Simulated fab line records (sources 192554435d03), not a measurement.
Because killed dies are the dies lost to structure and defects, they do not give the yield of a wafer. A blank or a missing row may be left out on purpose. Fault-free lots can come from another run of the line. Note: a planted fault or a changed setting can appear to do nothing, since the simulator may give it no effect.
Split-lot study -- flow n5 finfet -- 39 wafers read from 7 lots, route of 1938 steps

SPLIT DETAILS
At N5_PASSIVATION_PECVD_35 (deposits SiNx from SiH4/NH3/N2, target thk 700 nm, time 151.3 s), the setting time s was moved away from the recipe's 151.3 s on 6 of the 39 wafers read, by -39.5% to +33.8%. For the rest of the wafers, this setting stayed at what the recipe calls for.

Reading taken at the split's own step.

THE READING
SiNx_of_PASSIVATION_PECVD_35.thk nm (the simulator's own value, which no gauge read), in nm, at N5_PASSIVATION_PECVD_35 (deposits SiNx from SiH4/NH3/N2, target thk 700 nm, time 151.3 s). There is no usual value for it anywhere in the file. The 33 wafers here that ran the recipe average 698.8 nm, standard deviation 7.6 nm.

wafer,"tool, chamber at the split","time s as run, s",against the recipe,"SiNx_of_PASSIVATION_PECVD_35.thk nm, nm",against lot-mates on the recipe
L074.2,"pecvd-04, 1",151.3,recipe,690.4,-
L074.3,"pecvd-04, 2",151.3,recipe,690.2,-
L074.6,"pecvd-04, 0",151.3,recipe,709.4,-
L075.1,"pecvd-02, 1",151.3,recipe,698.4,-
L075.2,"pecvd-02, 2",151.3,recipe,691.6,-
L075.3,"pecvd-02, 0",151.3,recipe,690.4,-
L075.4,"pecvd-02, 0,2",151.3,recipe,704.2,-
L075.6,"pecvd-02, 0,2",151.3,recipe,704.2,-
L075.5,"pecvd-02, 1",151.3,recipe,702.6,-
L080.1,"pecvd-03, 0",151.3,recipe,691,-
L080.2,"pecvd-03, 2",151.3,recipe,692.2,-
L080.3,"pecvd-03, 1",151.3,recipe,700.4,-
L080.4,"pecvd-03, 2",151.3,recipe,710.8,-
L080.5,"pecvd-03, 1",151.3,recipe,702.2,-
L080.6,"pecvd-03, 0",151.3,recipe,708,-
L079.1,"pecvd-02, 0",202.5,+33.8%,933.6,+233.2
L079.2,"pecvd-02, 1",151.3,recipe,694.4,-
L079.3,"pecvd-02, 2",202.5,+33.8%,927.6,+227.2
L079.4,"pecvd-02, 1",151.3,recipe,701.2,-
L079.5,"pecvd-02, 2",202.5,+33.8%,939.4,+239.0
L079.6,"pecvd-02, 0",151.3,recipe,705.6,-
L087.1,"pecvd-03, 1",151.3,recipe,699.6,-
L087.2,"pecvd-03, 0",91.6,-39.5%,411.2,-287.9
L087.3,"pecvd-03, 2",151.3,recipe,694.2,-
L087.4,"pecvd-03, 2",151.3,recipe,703.4,-
L087.5,"pecvd-03, 0",91.6,-39.5%,431.6,-267.5
L087.6,"pecvd-03, 1",91.6,-39.5%,423,-276.1
L089.1,"pecvd-02, 0",151.3,recipe,693.4,-
L089.2,"pecvd-02, 1",151.3,recipe,694.8,-
L089.3,"pecvd-02, 2",151.3,recipe,692.2,-
L089.4,"pecvd-02, 1",151.3,recipe,708.4,-
L089.5,"pecvd-02, 0",151.3,recipe,713.4,-
L089.6,"pecvd-02, 2",151.3,recipe,710.4,-
L090.1,"pecvd-04, 1",151.3,recipe,687.4,-
L090.2,"pecvd-04, 0",151.3,recipe,691,-
L090.3,"pecvd-04, 2",151.3,recipe,684.8,-
L090.4,"pecvd-04, 1",151.3,recipe,703.6,-
L090.5,"pecvd-04, 0",151.3,recipe,703.2,-
L090.6,"pecvd-04, 2",151.3,recipe,693.6,-
Rows listing several chambers each stand for several wafers; the file does not say which wafer went through which chamber.

THE FIT
A straight line over all 39 wafers: SiNx_of_PASSIVATION_PECVD_35.thk nm changes by +6.98 nm for each +1% of time s; r = +1.00; the points scatter about the line by 7.7 nm.
The same after taking each lot's own level away (the mean of its wafers on the recipe; 39 wafers): +6.97 nm for each +1%; r = +1.00; scatter 7.3 nm.
Per that fit: largest time s move, reading shift of 2.7e+02 nm.
The span of the lots' own levels, 693.93 to 702.10 nm, comes to 1.1 times the standard deviation stated above.
Hence the lot-to-lot level has little effect on the slope; both slopes agree.
Check: for one of the wafers moved furthest among these (-39.5%), held out of the fit, the line's prediction against its lot-mates is -272 nm. It came out at -288 nm against them.

OTHER SPLITS ON THESE WAFERS
Other splits were also applied to these wafers ahead of the reading. Each is held against what the fit with the lots' levels taken away leaves over:
other split on the same wafers,wafers away from the commonest value,r with SiNx_of_PASSIVATION_PECVD_35.thk nm (lot level and that fit taken away)
N5_BEOL_M6_TRENCH_ETCH_37 time s,9,+0.20
N5_BEOL_M11_ALD_74 ald cycles,9,+0.08
N5_BEOL_M13_DESCUM_33 time s,18,+0.27

FILE'S OWN FIT
SiNx_of_PASSIVATION_PECVD_35.thk nm changes by +6.97 nm for each +1% of time s, r = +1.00.
